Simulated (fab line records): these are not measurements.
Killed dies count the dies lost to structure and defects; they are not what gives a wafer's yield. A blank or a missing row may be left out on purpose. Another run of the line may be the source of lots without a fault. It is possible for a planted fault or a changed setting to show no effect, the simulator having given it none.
fab line records + flow nand_harc
record:
- lots: 13
- wafers: 39
- last_day: 33
route steps=1302 shown P_BONDPAD@368 A_SOURCE_PLATE@423 A_ONON_D1@426 END@1302
lots that met no fault: from a run of the same line without faults
start_h: the number of hours between the record's first day and the start of the first shown wafer of the lot + wait_h: hours from the lot's prior step to this one + " unchanged from the row above + L1.1+2: a row that stands for several wafers + - no value, or no start was given + * or withheld: withheld + < > ~ a bound
route shown NAME@n: names a module that has steps shown in the file, with the first one's number in the route + usual: average and standard deviation across the fault-free wafers + same: alike in all rows + chamber/n: place in a boat + sites: per-site readings + _std_site: their standard deviation + _edge_site: inner sites' mean taken away from outer sites' mean + radius_mm: how far each site lies from the wafer's centre + mask NAME#n: copy n + behind: the tool/chamber that last shaped the wafer + hold: cause of the lot's hold/its duration in hours/its outcome + device: which transistor (n, p or np) failed to switch + end of line: at the end of the route, the tests of the same wafers + step lacking rows: just its recipe + killed: count of dies lost to structure and defects at first sort (not the wafer's yield) + map: dies across one wafer; x = killed, . = not, _ = none there
set.NAME: setting as actually run; set.NAME@STEP: the setting as run at that earlier step + model.NAME: the simulator's own value behind a step, which no gauge read
the route's steps for a sample of lots (tables are steps, rows are wafers)
services: the hour from which a tool's chamber was out of use, counted from the record's first day as start_h (under 0 if before that day), plus the number of hours and why
== steps ==
step: NHARC_P_BONDPAD_ETCH_37
recipe:
- target_depth_a: 600
- overetch_a: 180
- time_s: 65.91
- ion_energy_ev: 200
- n2_flow_sccm: 150
- h2_flow_sccm: 150
- ar_flow_sccm: 0
- rf_w: 400
- bias_w: 150
- chemistry: N2/H2
usual:
- drypump_motor_current_A: 5.7/0.39
- oes_product_au: 1.000/0.0079
- rf_vpp_V: 429.5/2
- showerhead_plenum_p_Torr: 2.00/0.062
- throttle_valve_pct: 14.171/0.009
| lot.wafer | tool        | chamber | start_h | wait_h | drypump_motor_current_A | oes_product_au | rf_hours_counter_h | rf_vpp_V | showerhead_plenum_p_Torr | throttle_valve_pct |
|-----------|-------------|---------|---------|--------|-------------------------|----------------|--------------------|----------|--------------------------|--------------------|
| L237.3    | rie_diel-11 | 3       | 133.76  | 0.1    | 5.4                     | 0.994          | 1.6                | 429.5    | 2.02                     | 14.178             |
| L237.2    | "           | 1       | "       | "      | 6.1                     | 0.986          | 1.4                | 428.9    | 1.95                     | 14.180             |
| L237.6    | "           | 3       | "       | "      | 5.4                     | 0.999          | -                  | 429.3    | 2.02                     | 14.166             |
| L238.2    | rie_diel-11 | 1       | 139.12  | 0.1    | 6.1                     | 0.993          | 1.4                | 427.6    | 1.95                     | 14.166             |
| L238.4    | "           | 2       | "       | "      | 5.4                     | 0.993          | 1.5                | 427.1    | 1.92                     | 14.181             |
| L238.5    | "           | 3       | "       | "      | 5.4                     | 1.004          | -                  | 430.5    | 2.02                     | 14.187             |
| L241.1    | rie_diel-11 | 1       | 174.89  | 0.1    | 6.1                     | 1.002          | 2.8                | 426.0    | 1.95                     | 14.179             |
| L241.4    | "           | 3       | "       | "      | 5.4                     | 1.003          | 3.2                | 430.0    | 2.02                     | 14.171             |
| L241.2    | "           | 0       | "       | "      | 5.9                     | 0.990          | 2.9                | 427.4    | 1.93                     | 14.168             |
| L243.3    | rie_diel-13 | 0       | 197.49  | 0.1    | 5.6                     | 0.999          | 0.9                | 427.9    | 1.98                     | 14.168             |
| L243.5    | "           | 2       | "       | "      | 5.5                     | 1.001          | -                  | 428.2    | 1.95                     | 14.183             |
| L243.6    | "           | 3       | "       | "      | 6.0                     | 0.999          | -                  | 431.8    | 2.03                     | 14.173             |
| L246.2    | rie_diel-11 | 1       | 229.07  | 0.1    | 6.1                     | 1.001          | 4.6                | 427.3    | 1.95                     | 14.163             |
| L246.6    | "           | 2       | "       | "      | 5.5                     | 0.992          | -                  | 426.6    | 1.92                     | 14.162             |
| L246.5    | "           | 3       | "       | "      | 5.4                     | 1.009          | -                  | 429.5    | 2.02                     | 14.166             |
| L249.2    | rie_diel-08 | 0       | 255.43  | 0.1    | 6.0                     | 1.006          | 2.9                | 428.6    | 2.03                     | 14.160             |
| L249.6    | "           | 3       | "       | "      | 5.7                     | 0.993          | -                  | 431.8    | 2.11                     | 14.177             |
| L249.5    | "           | 0       | "       | "      | 6.0                     | 1.008          | -                  | 431.0    | 2.02                     | 14.168             |
| L253.1    | rie_diel-08 | 2       | 296.90  | 0.1    | 5.3                     | 0.990          | 5.8                | 431.8    | 2.03                     | 14.171             |
| L253.3    | "           | 3       | "       | "      | 5.7                     | 0.991          | 6.8                | 432.3    | 2.11                     | 14.178             |
| L253.2    | "           | 0       | "       | "      | 6.0                     | 0.998          | 6.3                | 428.6    | 2.02                     | 14.170             |
| L255.1    | rie_diel-11 | 2       | 311.84  | 0.1    | 5.4                     | 1.011          | 1.0                | 427.5    | 1.92                     | 14.183             |
| L255.2    | "           | 3       | "       | "      | 5.5                     | 0.995          | 1.1                | 429.4    | 2.02                     | 14.165             |
| L255.5    | "           | 3       | "       | "      | 5.4                     | 1.005          | -                  | 429.9    | 2.01                     | 14.186             |
| L256.2    | rie_diel-08 | 3       | 325.31  | 0.1    | 5.7                     | 1.014          | 7.7                | 434.9    | 2.11                     | 14.182             |
| L256.3    | "           | 1       | "       | "      | 5.1                     | 1.008          | 6.1                | 428.7    | 1.99                     | 14.179             |
| L256.4    | "           | 2       | "       | "      | 5.3                     | 0.997          | 6.7                | 430.2    | 2.03                     | 14.170             |
| L257.4    | rie_diel-13 | 0       | 336.11  | 0.1    | 5.6                     | 0.990          | 9.5                | 427.1    | 1.97                     | 14.166             |
| L257.2    | "           | 1       | "       | "      | 6.6                     | 0.988          | 9.0                | 433.5    | 2.12                     | 14.170             |
| L257.5    | "           | 3       | "       | "      | 5.9                     | 0.995          | -                  | 431.5    | 2.03                     | 14.166             |
| L258.2    | rie_diel-11 | 1       | 344.93  | 0.1    | 6.1                     | 0.997          | 2.2                | 430.2    | 1.95                     | 14.163             |
| L258.4    | "           | 2       | "       | "      | 5.4                     | 1.014          | 2.1                | 426.9    | 1.92                     | 14.171             |
| L258.1    | "           | 3       | "       | "      | 5.4                     | 1.005          | 2.1                | 429.9    | 2.01                     | 14.182             |
| L259.1    | rie_diel-13 | 2       | 357.36  | 0.1    | 5.5                     | 1.015          | 0.5                | 426.9    | 1.95                     | 14.165             |
| L259.3    | "           | 3       | "       | "      | 5.9                     | 0.998          | 0.5                | 429.5    | 2.03                     | 14.159             |
| L259.6    | "           | 2       | "       | "      | 5.5                     | 1.010          | -                  | 428.6    | 1.95                     | 14.181             |
| L260.1    | rie_diel-13 | 0       | 371.74  | 0.1    | 5.6                     | 0.999          | 1.8                | 427.9    | 1.97                     | 14.165             |
| L260.2    | "           | 1       | "       | "      | 6.6                     | 1.001          | 1.8                | 432.3    | 2.12                     | 14.162             |
| L260.5    | "           | 3       | "       | "      | 5.9                     | 0.991          | -                  | 430.2    | 2.03                     | 14.160             |
step: NHARC_A_SOURCE_PLATE_INSPECT_08
usual:
- raw_defect_count: 60/25
| lot.wafer | tool              | chamber | start_h | wait_h | raw_defect_count |
|-----------|-------------------|---------|---------|--------|------------------|
| L237.2    | defect_inspect-01 | -       | 159.53  | 0.0    | 53               |
| L237.3    | "                 | -       | "       | "      | 37               |
| L237.6    | "                 | -       | "       | "      | 70               |
| L238.2    | defect_inspect-01 | -       | 163.86  | 0.0    | 50               |
| L238.4    | "                 | -       | "       | "      | 52               |
| L238.5    | "                 | -       | "       | "      | 66               |
| L241.1    | defect_inspect-01 | -       | 201.59  | 0.0    | 29               |
| L241.2    | "                 | -       | "       | "      | 33               |
| L241.4    | "                 | -       | "       | "      | 63               |
| L243.3    | defect_inspect-02 | -       | 226.76  | 0.0    | 63               |
| L243.5    | "                 | -       | "       | "      | 35               |
| L243.6    | "                 | -       | "       | "      | 30               |
| L246.2    | defect_inspect-02 | -       | 254.62  | 0.0    | 91               |
| L246.5    | "                 | -       | "       | "      | 51               |
| L246.6    | "                 | -       | "       | "      | 67               |
| L249.2    | defect_inspect-01 | -       | 281.03  | 0.0    | 63               |
| L249.5    | "                 | -       | "       | "      | 47               |
| L249.6    | "                 | -       | "       | "      | 56               |
| L253.1    | defect_inspect-01 | -       | 324.30  | 0.0    | 64               |
| L253.2    | "                 | -       | "       | "      | 30               |
| L253.3    | "                 | -       | "       | "      | 92               |
| L255.1    | defect_inspect-01 | -       | 339.88  | 0.0    | 66               |
| L255.2    | "                 | -       | "       | "      | 41               |
| L255.5    | "                 | -       | "       | "      | 48               |
| L256.2    | defect_inspect-01 | -       | 352.29  | 0.0    | 36               |
| L256.3    | "                 | -       | "       | "      | 55               |
| L256.4    | "                 | -       | "       | "      | 44               |
| L257.2    | defect_inspect-01 | -       | 361.28  | 0.0    | 59               |
| L257.4    | "                 | -       | "       | "      | 76               |
| L257.5    | "                 | -       | "       | "      | 65               |
| L258.1    | defect_inspect-02 | -       | 371.09  | 0.0    | 52               |
| L258.2    | "                 | -       | "       | "      | 121              |
| L258.4    | "                 | -       | "       | "      | 87               |
| L259.1    | defect_inspect-02 | -       | 382.96  | 0.0    | 70               |
| L259.3    | "                 | -       | "       | "      | 74               |
| L259.6    | "                 | -       | "       | "      | 80               |
| L260.1    | defect_inspect-02 | -       | 399.47  | 0.0    | 36               |
| L260.2    | "                 | -       | "       | "      | 66               |
| L260.5    | "                 | -       | "       | "      | 46               |
step: NHARC_A_ONON_D1_DEP_03
recipe:
- target_thk_a: 10000
- n2_flow_sccm: 2750
- n2o_flow_sccm: 2000
- nh3_flow_sccm: 500
- sih4_flow_sccm: 210
- temp_c: 400
usual:
- n2o_flow_sccm: 2001/5.9
| lot.wafer | tool          | chamber | start_h | wait_h | n2o_flow_sccm |
|-----------|---------------|---------|---------|--------|---------------|
| L237.2    | pecvd_onon-04 | 0       | 160.23  | 0.1    | 2006          |
| L237.3    | "             | 0       | "       | "      | 2001          |
| L237.6    | "             | 0       | "       | "      | 2000          |
| L238.2    | pecvd_onon-04 | 0       | 164.54  | 0.1    | 2007          |
| L238.4    | "             | 0       | "       | "      | 2008          |
| L238.5    | "             | 0       | "       | "      | 2001          |
| L241.1    | pecvd_onon-01 | 0       | 202.21  | 0.1    | 1997          |
| L241.2    | "             | 0       | "       | "      | 2003          |
| L241.4    | "             | 0       | "       | "      | 2000          |
| L243.3    | pecvd_onon-04 | 0       | 227.51  | 0.2    | 2006          |
| L243.5    | "             | 0       | "       | "      | 1994          |
| L243.6    | "             | 0       | "       | "      | 1998          |
| L246.2    | pecvd_onon-04 | 0       | 255.31  | 0.1    | 1997          |
| L246.5    | "             | 0       | "       | "      | 1994          |
| L246.6    | "             | 0       | "       | "      | 1997          |
| L249.2    | pecvd_onon-04 | 0       | 281.98  | 0.1    | 2000          |
| L249.5    | "             | 0       | "       | "      | 1997          |
| L249.6    | "             | 0       | "       | "      | 1994          |
| L253.1    | pecvd_onon-02 | 0       | 324.96  | 0.1    | 2000          |
| L253.2    | "             | 0       | "       | "      | 2004          |
| L253.3    | "             | 0       | "       | "      | 2002          |
| L255.1    | pecvd_onon-01 | 0       | 340.51  | 0.1    | 1997          |
| L255.2    | "             | 0       | "       | "      | 2001          |
| L255.5    | "             | 0       | "       | "      | 1999          |
| L256.2    | pecvd_onon-02 | 0       | 352.98  | 0.1    | 1999          |
| L256.3    | "             | 0       | "       | "      | 2006          |
| L256.4    | "             | 0       | "       | "      | 2000          |
| L257.2    | pecvd_onon-04 | 0       | 361.98  | 0.1    | 2017          |
| L257.4    | "             | 0       | "       | "      | 2007          |
| L257.5    | "             | 0       | "       | "      | 2008          |
| L258.1    | pecvd_onon-04 | 0       | 371.73  | 0.1    | 1987          |
| L258.2    | "             | 0       | "       | "      | 1994          |
| L258.4    | "             | 0       | "       | "      | 1994          |
| L259.1    | pecvd_onon-02 | 0       | 383.59  | 0.1    | 1992          |
| L259.3    | "             | 0       | "       | "      | 2002          |
| L259.6    | "             | 0       | "       | "      | 1996          |
| L260.1    | pecvd_onon-01 | 0       | 400.11  | 0.1    | 1993          |
| L260.2    | "             | 0       | "       | "      | 2001          |
| L260.5    | "             | 0       | "       | "      | 1994          |
step: NHARC_A_ONON_D1_THK_MEAS_05
recipe:
- thk_meas_gauge: ellipsometry
usual:
- thk_nm: 1001/9.9
| lot.wafer | tool          | chamber | start_h | wait_h | thk_nm |
|-----------|---------------|---------|---------|--------|--------|
| L237.2    | film_metro-02 | -       | 160.68  | -      | 992    |
| L237.3    | "             | -       | "       | "      | 991    |
| L237.6    | "             | -       | "       | "      | 993    |
| L238.2    | film_metro-01 | -       | 164.99  | -      | 1007   |
| L238.4    | "             | -       | "       | "      | 1008   |
| L238.5    | "             | -       | "       | "      | 1008   |
| L241.1    | film_metro-02 | -       | 202.73  | -      | 1005   |
| L241.2    | "             | -       | "       | "      | 1004   |
| L241.4    | "             | -       | "       | "      | 1003   |
| L243.3    | film_metro-01 | -       | 227.90  | -      | 1014   |
| L243.5    | "             | -       | "       | "      | 1012   |
| L243.6    | "             | -       | "       | "      | 1014   |
| L246.2    | film_metro-02 | -       | 255.76  | -      | 1484   |
| L246.5    | "             | -       | "       | "      | 991    |
| L246.6    | "             | -       | "       | "      | 1487   |
| L249.2    | film_metro-01 | -       | 282.43  | -      | 1496   |
| L249.5    | "             | -       | "       | "      | 1004   |
| L249.6    | "             | -       | "       | "      | 1495   |
| L253.1    | film_metro-02 | -       | 325.46  | -      | 999    |
| L253.2    | "             | -       | "       | "      | 999    |
| L253.3    | "             | -       | "       | "      | 1001   |
| L255.1    | film_metro-02 | -       | 341.01  | -      | 1012   |
| L255.2    | "             | -       | "       | "      | 1010   |
| L255.5    | "             | -       | "       | "      | 1011   |
| L256.2    | film_metro-02 | -       | 353.43  | -      | 988    |
| L256.3    | "             | -       | "       | "      | 989    |
| L256.4    | "             | -       | "       | "      | 990    |
| L257.2    | film_metro-01 | -       | 362.43  | -      | 1020   |
| L257.4    | "             | -       | "       | "      | 1019   |
| L257.5    | "             | -       | "       | "      | 1019   |
| L258.1    | film_metro-02 | -       | 372.24  | -      | 1003   |
| L258.2    | "             | -       | "       | "      | 1003   |
| L258.4    | "             | -       | "       | "      | 1002   |
| L259.1    | film_metro-01 | -       | 384.11  | -      | 1001   |
| L259.3    | "             | -       | "       | "      | 1002   |
| L259.6    | "             | -       | "       | "      | 1002   |
| L260.1    | film_metro-02 | -       | 400.62  | -      | 988    |
| L260.2    | "             | -       | "       | "      | 989    |
| L260.5    | "             | -       | "       | "      | 988    |
step: NHARC_END_SORT_01
recipe:
- temp_c: 25
usual:
- killed_at_array: 59/17
- killed_at_other: 0.7/0.9
- killed_at_periphery: 3.6/2.3
- killed_dies: 63/18
- killed_open: 3.4/1.9
- killed_short: 2.6/1.7
same:
- gross_dies: 677
| lot.wafer | tool      | chamber | start_h | wait_h | killed_at_array | killed_at_other | killed_at_periphery | killed_dies | killed_open | killed_short |
|-----------|-----------|---------|---------|--------|-----------------|-----------------|---------------------|-------------|-------------|--------------|
| L246.2    | prober-02 | 0       | 652.99  | 2.8    | 673             | 1               | 3                   | 677         | 2           | 1            |
| L246.5    | prober-02 | 0       | 655.36  | 3.7    | 33              | 3               | 3                   | 39          | 5           | 3            |
| L246.6    | prober-02 | 0       | 656.15  | 4.0    | 673             | 1               | 3                   | 677         | 3           | 2            |
| L249.2    | prober-01 | 0       | 691.29  | 2.8    | 672             | 1               | 4                   | 677         | 3           | 1            |
| L249.5    | prober-01 | 0       | 693.72  | 3.7    | 62              | 0               | 8                   | 70          | 4           | 5            |
| L249.6    | prober-01 | 0       | 694.53  | 4.0    | 673             | 0               | 4                   | 677         | 2           | 2            |
killed by level:class
L246.2 A_ONON_D1:area_dep=633 A_CHANNEL_HOLE_D2:chamber_film_flake=19 A_CHANNEL_HOLE_D1:chamber_film_flake=7 A_STAIRCASE:chamber_film_flake=6 A_CONTACT:chamber_film_flake=2 A_CHANNEL_FILL_D1:geometric_particle:open=1 A_ONON_D2:geometric_particle:open=1 A_ONON_D2:geometric_particle:short=1
L246.5 A_CHANNEL_HOLE_D2:chamber_film_flake=12 A_CONTACT:chamber_film_flake=5 A_CHANNEL_HOLE_D1:chamber_film_flake=3 A_STAIRCASE:chamber_film_flake=3 THIN_TSV:chamber_film_flake=3 A_SLIT:chamber_film_flake=2 P_M0:geometric_particle:short=1 A_CHANNEL_FILL_D1:geometric_particle:open=1
L246.6 A_ONON_D1:area_dep=640 A_CHANNEL_HOLE_D2:chamber_film_flake=14 A_CHANNEL_HOLE_D1:chamber_film_flake=5 A_CONTACT:chamber_film_flake=4 P_ZERO_WELL:chamber_film_flake=3 A_CHANNEL_FILL_D2:geometric_particle:open=2 A_STAIRCASE:chamber_film_flake=2 A_STAIRCASE:geometric_particle:short=1
L249.2 A_ONON_D1:area_dep=601 A_SLIT:chamber_film_flake=30 A_CHANNEL_HOLE_D2:chamber_film_flake=17 A_STAIRCASE:chamber_film_flake=6 A_CONTACT:chamber_film_flake=6 A_CHANNEL_HOLE_D1:chamber_film_flake=5 P_M1:chamber_film_flake=2 A_CHANNEL_FILL_D2:chamber_film_flake=2
L249.5 A_SLIT:chamber_film_flake=21 A_CHANNEL_HOLE_D2:chamber_film_flake=15 A_STAIRCASE:chamber_film_flake=10 A_CHANNEL_HOLE_D1:chamber_film_flake=3 A_CONTACT:chamber_film_flake=3 A_WL_FILL:chamber_film_flake=3 P_M0:geometric_particle:short=2 P_ZERO_WELL:chamber_film_flake=2
L249.6 A_ONON_D1:area_dep=618 A_SLIT:chamber_film_flake=26 A_CHANNEL_HOLE_D2:chamber_film_flake=9 A_STAIRCASE:chamber_film_flake=7 A_CHANNEL_HOLE_D1:chamber_film_flake=3 A_CONTACT:chamber_film_flake=3 A_DECK1_JOINT:chamber_film_flake=2 A_WL_FILL:chamber_film_flake=2
== services ==
| tool          | chamber | start_h | hours | kind   |
|---------------|---------|---------|-------|--------|
| rie_diel-11   | -       | 111.26  | 0.2   | repair |
| rie_diel-11   | 0       | 112.00  | -     | clean  |
| rie_diel-11   | 1       | 112.00  | -     | clean  |
| rie_diel-11   | 2       | 112.00  | -     | clean  |
| rie_diel-11   | 3       | 112.00  | -     | clean  |
| pecvd_onon-04 | -       | 112.65  | 4.2   | repair |
| pecvd_onon-04 | -       | 130.10  | 13.0  | pm     |
| rie_diel-13   | 2       | 134.50  | 3.9   | repair |
| rie_diel-11   | 0       | 136.50  | -     | clean  |
| rie_diel-13   | -       | 141.26  | 5.3   | repair |
| rie_diel-13   | -       | 165.00  | 9.0   | pm     |
| rie_diel-08   | 0       | 179.80  | 2.6   | repair |
| pecvd_onon-02 | -       | 185.00  | 13.0  | pm     |
| rie_diel-08   | -       | 190.80  | 9.0   | pm     |
| rie_diel-11   | -       | 255.50  | 9.0   | pm     |
| pecvd_onon-01 | -       | 269.00  | 13.0  | pm     |
| pecvd_onon-04 | -       | 304.04  | 0.3   | repair |
| pecvd_onon-04 | -       | 311.10  | 13.0  | pm     |
| rie_diel-08   | 2       | 335.88  | 5.3   | repair |
| rie_diel-13   | -       | 342.00  | 9.0   | pm     |
| rie_diel-08   | 0       | 356.13  | 5.0   | repair |
| pecvd_onon-02 | -       | 366.31  | 13.0  | pm     |
| rie_diel-08   | -       | 367.80  | 9.0   | pm     |
| rie_diel-08   | 0       | 390.50  | 23.0  | repair |
== key ==
first_sign:
- step: NHARC_A_ONON_D1_THK_MEAS_05
- reading: thk_nm
- direction: up
- sigmas: 49
- usual: 1001
- struck: 1491
effect:
- step: NHARC_END_SORT_01
- reading: killed_at_array
- direction: up
- sigmas: 36
- usual: 59
- struck: 673
more_kills_born_at:
- NHARC_A_ONON_D1_DEP_03@pecvd_onon-04: 2492
met_at NHARC_A_ONON_D1_DEP_03
struck_lots L246,L249
struck_wafers L246.2,L246.6,L249.2,L249.6
later_rows_left_out L246.2,L246.6,L249.2,L249.6
tester_left_out L246,L249
not_acting_at NHARC_P_BONDPAD_ETCH_37,NHARC_A_SOURCE_PLATE_INSPECT_08
onset_between 227.51 255.31
fault:
- kind: process_parameter_drift
- tool: pecvd_onon-04
- chamber: -
- onset_h: 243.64
- steps: NHARC_A_ONON_D1_DEP_03
- channel: target_thk_a
- offset: *
- shape: step
- end_h: 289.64
- scope: struck_wafers_only
- acts_in: *
- stated: *
tester_left_out: of these lots the tester's yield and bins aren't shown, on N5 and GAA mostly nor the transistor test; their killed dies are dies lost to structure and defects alone, not to doping, threshold or leakage, so they don't give the yield
later_rows_left_out: the simulator's readings of these wafers behind a module that went badly wrong aren't trusted and aren't shown, but for the sort
